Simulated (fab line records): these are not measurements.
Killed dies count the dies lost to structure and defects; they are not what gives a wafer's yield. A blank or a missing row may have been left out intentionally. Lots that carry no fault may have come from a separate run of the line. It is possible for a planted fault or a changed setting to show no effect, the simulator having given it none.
Matching of chambers    flow n5Finfet    aldSin-01 running N5_BEOL_M0_SAQP_SPACER2_ALD_26: 4 sister chambers
The step deposits SiO2, target thk 15 nm, pulse time 1 s, purge time 2 s. 16 wafers are shown with their chamber, then 8 later ones without.

EACH WAFER AND ITS CHAMBER
wafer   chamber  heaterPowerW (W)  precursorPulseHeightRel
L075.2  2        533               1.003
L075.4  1        481               0.998
L075.5  0        395               0.988
L076.1  2        556               0.969
L076.2  0        381               1.023
L076.3  3        466               1.013
L076.4  1        474               0.978
L076.5  3        470               1.040
L076.6  2        541               1.017
L077.1  3        467               1.013
L077.4  0        386               0.986
L077.6  3        476               0.995
L080.3  1        478               1.016
L080.4  3        467               1.021
L080.5  2        542               0.997
L086.3  3        464               1.022

SIGNATURES (means of the wafers above)
reading                  chamber 0  chamber 1  chamber 2  chamber 3  scatter within a chamber
heaterPowerW             387.33     477.67     543.00     468.33     6.38
precursorPulseHeightRel  0.99900    0.99733    0.99650    1.01733    0.018
Rule: distance of a wafer from a chamber = root of the sum over the readings of ((wafer's reading minus chamber's mean) / reading's scatter) squared. If the next closest chamber is less than 2 further off than the closest, the wafer can't be placed; otherwise it belongs to the closest. The scatter: take each reading less its chamber's mean, square it, sum over the shown wafers, divide by the number of wafers less the number of chambers, and take the root.

WAFERS WHOSE CHAMBER IS MISSING
wafer   heaterPowerW (W)  precursorPulseHeightRel
L086.5  469               1.015
L086.6  555               0.986
L090.3  475               1.000
L090.5  474               1.017
L090.6  565               0.989
L091.1  398               1.018
L091.2  478               1.023
L091.3  569               0.985

CHAMBER TAKEN BY EACH
wafer   from the rows above      in truth
L086.5  can't be placed: 3 or 1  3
L086.6  2                        2
L090.3  can't be placed: 1 or 3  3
L090.5  can't be placed: 3 or 1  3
L090.6  2                        2
L091.1  0                        0
L091.2  can't be placed: 1 or 3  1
L091.3  2                        2
Correctly placed: 4 of 8. These rows do not allow placing 4 (true chamber among the candidates in 4). Number placed wrongly: 0.
